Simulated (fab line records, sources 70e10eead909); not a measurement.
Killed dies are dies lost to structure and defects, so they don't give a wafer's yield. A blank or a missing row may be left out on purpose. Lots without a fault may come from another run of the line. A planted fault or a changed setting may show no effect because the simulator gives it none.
Which tool did it? | flow nand_harc | 15 lots, 45 wafers sampled, at 4 steps of a route of 1302

WHAT THE GAUGES READ, wafer by wafer
NHARC_P_BONDPAD_THK_MEAS_33: measures by ellipsometry.
lot  | measured     | on            | thk_nm (nm)
L220 | day 7 00:37  | film_metro-01 | 198.5 194.8 196.5
L221 | day 7 05:44  | film_metro-02 | 197.6 197.6 201.2
L226 | day 8 23:54  | film_metro-02 | 200.8 200.3 198.6
L227 | day 9 17:15  | film_metro-02 | 198.0 198.5 199.5
L228 | day 9 20:16  | film_metro-01 | 198.7 201.0 198.8
L229 | day 10 16:23 | film_metro-01 | 202.5 199.8 199.0
L232 | day 11 12:28 | film_metro-01 | 199.6 201.3 201.0
L233 | day 12 10:05 | film_metro-02 | 198.1 200.5 198.0
L235 | day 13 04:07 | film_metro-01 | 198.1 200.3 196.4
L236 | day 13 23:07 | film_metro-02 | 200.5 200.9 200.4
L237 | day 14 00:52 | film_metro-01 | 199.4 199.3 196.8
L238 | day 14 08:07 | film_metro-02 | 201.7 197.1 203.1
L239 | day 14 15:53 | film_metro-02 | 196.3 201.9 199.3
L240 | day 15 13:52 | film_metro-01 | 200.4 196.8 198.8
L243 | day 16 04:05 | film_metro-01 | 200.6 197.8 200.4

NHARC_P_BONDPAD_CD_MEAS_09: target cd 500 nm.
lot  | measured     | on        | cd_nm (nm)
L220 | day 7 01:03  | cd_sem-01 | 501.4 503.6 502.8
L221 | day 7 06:11  | cd_sem-01 | 502.6 500.5 500.1
L226 | day 9 00:28  | cd_sem-03 | - - -
L227 | day 9 17:41  | cd_sem-02 | - - -
L228 | day 9 20:43  | cd_sem-01 | - - -
L229 | day 10 16:58 | cd_sem-01 | 498.8 498.7 499.1
L232 | day 11 12:55 | cd_sem-03 | 501.7 503.0 500.4
L233 | day 12 10:33 | cd_sem-02 | 497.2 498.5 499.6
L235 | day 13 04:41 | cd_sem-03 | 500.3 502.4 501.8
L236 | day 13 23:34 | cd_sem-02 | 501.3 499.9 497.7
L237 | day 14 01:26 | cd_sem-03 | 502.3 503.0 500.3
L238 | day 14 08:41 | cd_sem-03 | 501.9 499.9 498.5
L239 | day 14 16:27 | cd_sem-02 | 500.5 500.0 497.6
L240 | day 15 14:26 | cd_sem-02 | 502.4 497.9 501.8
L243 | day 16 04:40 | cd_sem-03 | 501.0 502.2 500.6

WHICH TOOL RAN EACH LOT (tool, then ch and the chambers of the sampled wafers, then the start)
lot  | NHARC_P_M2_PRE_CLEAN_30                 | NHARC_P_BONDPAD_PEB_07
L220 | pvd_sputter-02, day 7 00:37 or earlier  | litho_track-02 ch 0, day 7 00:58
L221 | pvd_sputter-01, day 7 05:44 or earlier  | litho_track-02 ch 0, day 7 06:06
L226 | pvd_sputter-01, day 8 23:54 or earlier  | litho_track-05, day 9 00:22
L227 | pvd_sputter-03, day 9 17:15 or earlier  | litho_track-05, day 9 17:37
L228 | pvd_sputter-02, day 9 20:16 or earlier  | litho_track-05, day 9 20:38
L229 | pvd_sputter-03, day 10 16:23 or earlier | litho_track-05 ch 0, day 10 16:52
L232 | pvd_sputter-01, day 11 12:28 or earlier | litho_track-02 ch 0, day 11 12:50
L233 | pvd_sputter-03, day 12 10:05 or earlier | litho_track-02 ch 0, day 12 10:27
L235 | pvd_sputter-01, day 13 04:07 or earlier | litho_track-02 ch 0, day 13 04:36
L236 | pvd_sputter-03, day 13 23:07 or earlier | litho_track-02 ch 0, day 13 23:29
L237 | pvd_sputter-03, day 14 00:52 or earlier | litho_track-05 ch 0, day 14 01:21
L238 | pvd_sputter-01, day 14 08:07 or earlier | litho_track-05 ch 0, day 14 08:36
L239 | pvd_sputter-02, day 14 15:53 or earlier | litho_track-07 ch 0, day 14 16:22
L240 | pvd_sputter-03, day 15 13:52 or earlier | litho_track-07 ch 0, day 15 14:20
L243 | pvd_sputter-02, day 16 04:05 or earlier | litho_track-05 ch 0, day 16 04:34
- NHARC_P_M2_PRE_CLEAN_30: time 30 s.
- NHARC_P_BONDPAD_PEB_07: peb time 80 s.

WHAT THE TOOLS THEMSELVES READ (means of the sampled wafers that have a number; where no wafer has one, the mark that the record gives instead)
NHARC_P_M2_PRE_CLEAN_30.
lot  | tool           | heater_power_w (W)
L220 | pvd_sputter-02 | 458
L221 | pvd_sputter-01 | 389
L226 | pvd_sputter-01 | 430
L227 | pvd_sputter-03 | 416
L228 | pvd_sputter-02 | 475
L229 | pvd_sputter-03 | 381
L232 | pvd_sputter-01 | 380
L233 | pvd_sputter-03 | 377
L235 | pvd_sputter-01 | 399
L236 | pvd_sputter-03 | 404
L237 | pvd_sputter-03 | 402
L238 | pvd_sputter-01 | 413
L239 | pvd_sputter-02 | 440
L240 | pvd_sputter-03 | 408
L243 | pvd_sputter-02 | 457

NHARC_P_BONDPAD_PEB_07.
lot  | tool           | chill_plate_temp_C (C) | exhaust_pa (Pa) | resist_line_temp_C (C)
L220 | litho_track-02 | 23.04                  | 45.4            | 22.99
L221 | litho_track-02 | 22.93                  | 45.6            | 23.00
L226 | litho_track-05 | -                      | -               | -
L227 | litho_track-05 | -                      | -               | -
L228 | litho_track-05 | -                      | -               | -
L229 | litho_track-05 | 22.99                  | 45.7            | 23.01
L232 | litho_track-02 | 23.11                  | 45.9            | 23.00
L233 | litho_track-02 | 23.03                  | 44.9            | 22.87
L235 | litho_track-02 | 23.11                  | 44.9            | 23.15
L236 | litho_track-02 | 23.02                  | 44.9            | 22.90
L237 | litho_track-05 | 22.93                  | 45.6            | 23.01
L238 | litho_track-05 | 23.10                  | 47.2            | 23.06
L239 | litho_track-07 | 23.18                  | 45.2            | 22.88
L240 | litho_track-07 | 23.10                  | 45.1            | 22.87
L243 | litho_track-05 | 22.92                  | 45.1            | 23.17

THE ANSWER, worked out from the rows above alone
Rule: what is usual is taken from the lots themselves. Put in order of their means at a reading, lots are off if they are a third of the lots or fewer, leave a main group of 4 or more, and stand apart from it by a gap of 3 or more times the standard deviation of the main group's means; of several such gaps the widest counts. A main group whose means are all the same, to the digits that the tables above print for the reading, isn't used. A lot without any number at a reading at which 4 lots or more have one is off too. The other lots that the step has rows for count as sound. The gauges are gone through in route order, then the tools' own readings, and for those a lot's mean is taken as printed above. The first step at which some lot is off is used, and at that step the reading that is off furthest; a lot without a number counts as furthest.
Off: L226, L227, L228, at NHARC_P_BONDPAD_CD_MEAS_09 (cd_nm). Without a number there: L226, L227, L228. The main group: mean 500.6 nm, standard deviation 1.2.
A tool fits if, at a process step before that reading, it ran every lot that is off, and no sound lot after the first of them. The gauges at NHARC_P_BONDPAD_CD_MEAS_09 aren't tried: what is off there is off at NHARC_P_BONDPAD_PEB_07 too, on other tools, and a gauge's error can't cause that. NHARC_P_M2_PRE_CLEAN_30 gives no start for some lots, so the hours and the order of its lots are those of NHARC_P_BONDPAD_THK_MEAS_33. None of those tried fits.

WHAT THE SIMULATOR HAD PUT IN
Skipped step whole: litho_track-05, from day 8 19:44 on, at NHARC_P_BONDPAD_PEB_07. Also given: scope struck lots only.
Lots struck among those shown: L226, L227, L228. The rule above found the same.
